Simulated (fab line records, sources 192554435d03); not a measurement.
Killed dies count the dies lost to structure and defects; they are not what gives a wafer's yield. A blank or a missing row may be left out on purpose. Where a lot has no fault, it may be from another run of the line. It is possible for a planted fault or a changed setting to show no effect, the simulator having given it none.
A struck lot beside a sound one + flow n5_finfet + 38 steps out of a route of 1938
Sound: the wafers L615.2, L615.3, L615.4. The struck wafers were L630.4, L630.5, L630.6. The cause comes at the end.
For every step that has rows: the tool of each side, followed by ch and its chambers, followed by its first start. Under that, the readings that differ: sound wafers + struck wafers + difference of the means + sigmas: that difference in standard deviations of wafers without a fault.
alike: words and numbers the same on both sides, and readings whose means are apart by under 2 such deviations; not compared: readings that were withheld, readings missing a value for some wafer, numbers with overlapping values and no deviation given by the record, and bounds like >300 which may hide the same value.
Wherever a step has rows on one side only, a row that says differs or no value, or a row with sigmas, the two part there. Numbers that have no deviation but don't overlap get no sigmas and don't part them. Lack of a reading on every wafer of one side parts them only where that side has two or more wafers.

first, 9 steps without rows for these wafers: N5_BEOL_M4_ANNEAL_95 (time 240 s); N5_BEOL_M4_SPUTTER_96 (material Cu, target thk 4.5 nm, time 8.29 s); N5_BEOL_M4_ECD_50 (material Cu, target thk 300 nm); N5_BEOL_M4_ANNEAL_51 (time 90 s); N5_BEOL_M4_CMP_52 (polishes, stops on SiOC, t overpolish 6.8 s, target thk 40 nm); N5_BEOL_M4_PRE_CLEAN_60 (time 15 s); N5_BEOL_M4_CO_CAP_55 (material Co, precursor CCTBA/H2, target thk 2 nm, time 102.1 s); N5_BEOL_M4_PRE_CLEAN_56 (time 15 s); N5_BEOL_M4_DEP_57 (deposits SiCN from 3MS/NH3, target thk 8 nm, time 14 s).
N5_BEOL_M4_RC_MEAS_101:
  sound on prober-01 ch 0, day 9 01:17; struck on prober-01 ch 0, day 12 14:20
| reading        | sound             | struck            | difference | sigmas |
|----------------|-------------------|-------------------|------------|--------|
| DIBL_N (mV/V)  | 38.5 37.2 39.7    | 34.5 34.4 35.0    | -3.8       | -2     |
| DIBL_P (mV/V)  | 38.5 37.0 39.5    | 34.6 35.4 34.7    | -3.4       | -2     |
| IOFF_N (nA/um) | 0.186 0.166 0.219 | 0.126 0.129 0.134 | -0.061     | -2     |
| IOFF_P (nA/um) | 0.26 0.25 0.29    | 0.15 0.17 0.15    | -0.11      | -3     |
| ION_P (uA/um)  | 468 468 482       | 450 460 445       | -21        | -3     |
| SS_P (mV/dec)  | 74.4 73.9 74.6    | 72.4 73.2 72.9    | -1.5       | -2     |
| VT_N (mV)      | 247.9 248.7 245.2 | 254.9 253.3 252.5 | +6.3       | +2     |
| VT_P (mV)      | -246 -248 -244    | -256 -259 -257    | -11        | -4     |
  alike: ION_N, SS_N
then, 24 steps without rows for these wafers: N5_BEOL_M5_ILD_DEP_00 (deposits SiCOH lowk from DEMS/porogen, target thk 140.64 nm, time 25.9 s); N5_BEOL_M5_CURE_79 (cures SiCOH lowk, time 240 s); N5_BEOL_M5_PECVD_70 (deposits SiO2 from TEOS/O2, target thk 16 nm, time 18 s); N5_BEOL_M5_HM_DEP_02 (deposits TiN, target thk 20 nm); N5_BEOL_M5_COAT_59 (time 60 s, resist thk 60 nm); N5_BEOL_M5_COAT_60 (time 60 s, resist thk 12 nm); N5_BEOL_M5_COAT_71 (time 60 s, resist thk 5 nm); N5_BEOL_M5_COAT_05 (resist thk 30 nm); N5_BEOL_M5_EBR_07; N5_BEOL_M5_SOFTBAKE_06 (time 60 s); N5_BEOL_M5_EXPOSE_08 (exposes mask M5, target cd 28 nm); N5_BEOL_M5_PEB_09 (peb time 60 s); N5_BEOL_M5_DEVELOP_10 (develop time 30 s); N5_BEOL_M5_DESCUM_16 (chemistry O2, time 7 s); N5_BEOL_M5_ETCH_72 (etches underlayer in N2/H2, target depth 6.5 nm, time 5.2 s); N5_BEOL_M5_ETCH_61 (etches SiARC in CF4, target depth 15.6 nm, time 26 s); N5_BEOL_M5_ETCH_62 (etches SOC in N2/H2, target depth 75 nm, overetch 15 nm, time 112.5 s); N5_BEOL_M5_STRIP_63 (strips in N2/H2); N5_BEOL_M5_STRIP_73 (strips in N2/H2); N5_BEOL_M5_STRIP_64 (strips in CF4); N5_BEOL_M5_HM_OPEN_17 (chemistry Cl2/BCl3, target TiN, target depth 20 nm, overetch 6 nm); N5_BEOL_M5_STRIP_19 (strips in O2); N5_BEOL_M5_COAT_65 (time 60 s, resist thk 60 nm); N5_BEOL_M5_COAT_66 (time 60 s, resist thk 12 nm).
-- here the record skips 3 days between the struck wafers' starts before and after, leaving off in module BEOL_M5 and picking up in module BEOL_M12 (first step shown: number 1639 of the route) --
N5_BEOL_M12_TRENCH_ETCH_34: etches SiOC in C4F8/O2/Ar, target depth 318.95 nm, time 125.5 s.
  sound on rie_diel-04 ch 0,1,2, day 11 20:53; struck on rie_diel-01 ch 1,2,3, day 15 17:27
  no value came back on the struck wafers for any of 8 readings (C4F8_flow_sccm (sccm), O2_flow_sccm (sccm) and others); on the sound wafers C4F8_flow_sccm (sccm) reads 15.02 14.98 15.10
| reading                                     | sound | struck       | difference | sigmas |
|---------------------------------------------|-------|--------------|------------|--------|
| model.SiARC_of_BEOL_M12_COAT_66.thk_nm (nm) | 0 0 0 | 85.4 85.6 86 | +85.7      |        |
N5_BEOL_M12_OCD_MEAS_35:
  struck on ocd-01, day 15 17:37; sound on ocd-02, day 11 21:02
| reading              | sound       | struck | difference | sigmas |
|----------------------|-------------|--------|------------|--------|
| trench_depth_nm (nm) | 323 321 328 | 0 0 1  | -324       | -79    |
N5_BEOL_M12_CMP_49: polishes, stops on SiOC, t overpolish 20.6 s, target thk 320 nm.
  sound on cmp-03 ch 0,1,3, day 11 22:59; struck on cmp-02 ch 0,3, day 15 19:53
| reading                                 | sound         | struck    | difference | sigmas |
|-----------------------------------------|---------------|-----------|------------|--------|
| model.Cu_of_BEOL_M12_ECD_47.thk_nm (nm) | 324.2 323 329 | 0.2 0 0.4 | -325.2     |        |
  alike: barrier_field_endpoint_s, motor_current_A, overpolish_run_s, retaining_ring_pressure_frac
N5_PASSIVATION_PROBE_49:
  struck on prober-01, day 17 18:22; sound on prober-01, day 13 05:51
| reading                  | sound          | struck         | difference | sigmas      |
|--------------------------|----------------|----------------|------------|-------------|
| defect_limited_yield (%) | 91.5 91.5 91.2 | 0 0 0          | -91        | -61         |
| killed_at_M4_up          | 16 24 30       | 1111 1101 1093 | +1078      | +99 or more |
| killed_dies              | 100 100 104    | 1180 1180 1180 | +1079      | +63         |
| killed_on_rim            | 15 10 11       | 152 152 152    | +140       | +32         |
| sort_bin_5_function (%)  | 5.2 5.2 4.4    | 97.4 96.4 96.8 | +91.9      | +98         |
| sort_n_pass              | 1080 1080 1076 | 0 0 0          | -1079      | -63         |
| sort_yield_pct (%)       | 91.5 91.5 91.2 | 0 0 0          | -91        | -61         |
  alike: killed_at_M0_to_M3, killed_at_contacts, killed_at_front_end, killed_at_other, killed_open, killed_short, sort_bin_6_memory

WHERE THEY PART
Last at N5_PASSIVATION_PROBE_49 as far as this record goes, first at N5_BEOL_M4_RC_MEAS_101.

WHY: what the simulator had put in
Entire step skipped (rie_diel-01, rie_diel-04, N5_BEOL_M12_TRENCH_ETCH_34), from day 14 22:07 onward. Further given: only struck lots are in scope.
